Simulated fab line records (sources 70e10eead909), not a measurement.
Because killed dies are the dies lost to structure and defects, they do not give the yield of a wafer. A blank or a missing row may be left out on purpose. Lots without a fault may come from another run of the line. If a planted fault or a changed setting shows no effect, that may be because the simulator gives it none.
A lot that was struck, set against a sound lot | flow nandHarc | 15 steps out of a route of 1302
Sound: wafers L587.1, L587.5, L587.6. Struck: wafer L578.1 (left out: L578.2, a lot-mate that was not struck); the cause follows at the end.
Per side, at each step with rows, come the tool, then ch with its chambers, and then its first start. Under that, the readings that differ: sound wafers | struck wafers | difference of the means | sigmas: that difference in standard deviations of wafers without a fault.
alike: readings whose means differ by less than 2 such deviations, and words and numbers that are the same on both sides. not compared: withheld readings, readings that some wafer has no value for, bounds like >300 that may hide the same value, and numbers for which the record gives no deviation and whose values overlap.
The two part at a step that has a row with sigmas, a row that says differs or no value, or rows on one side only. When numbers do not overlap yet have no deviation, they are printed without sigmas and do not part them. Lack of a reading on every wafer of one side parts them only where that side has two or more wafers.

first, 6 steps without rows for these wafers: NHARC_A_DECK1_JOINT_CVD_34 (deposits SiNx, target thk 20 nm); NHARC_A_DECK1_JOINT_DEP_06 (deposits SiOx, target thk 80 nm); NHARC_A_DECK1_JOINT_CURE_26 (time 32 s); NHARC_A_DECK1_JOINT_ANNEAL_27 (time 3600 s); NHARC_A_DECK1_JOINT_ANNEAL_28 (time 1800 s); NHARC_A_DECK1_JOINT_ANNEAL_29 (time 1800 s).
NHARC_A_DECK1_JOINT_CMP_02: polishes SiOx.
  sound on cmp-03 ch 0,1,2, day 21 07:21; struck on cmp-01 ch 0, day 17 14:36
  alike: motorCurrentA
following that, these wafers have no rows for 1 step: NHARC_A_DECK1_JOINT_SRD_15.
NHARC_A_DECK1_JOINT_DEP_16: deposits SiO2, target thk 45 nm.
  sound on pecvd-02 ch 1,2, day 21 07:44; struck on pecvd-03 ch 2, day 17 14:59
reading              | sound          | struck | difference | sigmas
throttleValvePct (%) | 15.3 15.0 15.0 | 16.8   | +1.7       | +3
  alike: heaterPowerW
NHARC_A_DECK1_JOINT_THK_MEAS_17: measures by ellipsometry.
  sound on filmMetro-01, day 21 07:58; struck on filmMetro-02, day 17 15:16
  alike: thkNm
NHARC_A_DECK1_JOINT_INSPECT_05:
  sound on defectInspect-02, day 21 08:00; struck on defectInspect-02, day 17 15:19
reading        | sound       | struck | difference | sigmas
rawDefectCount | 625 462 577 | 202    | -353       | -3
NHARC_A_ONON_D2_DEP_00: target thk 1000 nm.
  sound on pecvdOnon-04 ch 0, day 21 08:04; struck on pecvdOnon-04 ch 0, day 17 15:23
  alike: n2FlowSccm, nh3FlowSccm
NHARC_A_ONON_D2_THK_MEAS_02: measures by ellipsometry.
  sound on filmMetro-01, day 21 08:35; struck on filmMetro-01, day 17 15:53
reading    | sound          | struck | difference | sigmas
thkNm (nm) | 1002 1002 1003 | 555    | -447       | -63
then, no rows for these wafers at 1 step: NHARC_A_ONON_D2_DEP_03 (target thk 1000 nm).
-- record jumps: 12 days between struck wafers' starts before vs after; left off in module A_ONON_D2, resumes in module END, first step shown is number 1302 of the route --
NHARC_END_SORT_01:
  here the record holds rows for the struck wafers (prober-01 ch 0, day 29 10:26) but none for the sound ones

== WHERE THEY PART ==
Earliest at NHARC_A_DECK1_JOINT_DEP_16; latest, in this record, at NHARC_END_SORT_01.

WHY: what had been put in by the simulator
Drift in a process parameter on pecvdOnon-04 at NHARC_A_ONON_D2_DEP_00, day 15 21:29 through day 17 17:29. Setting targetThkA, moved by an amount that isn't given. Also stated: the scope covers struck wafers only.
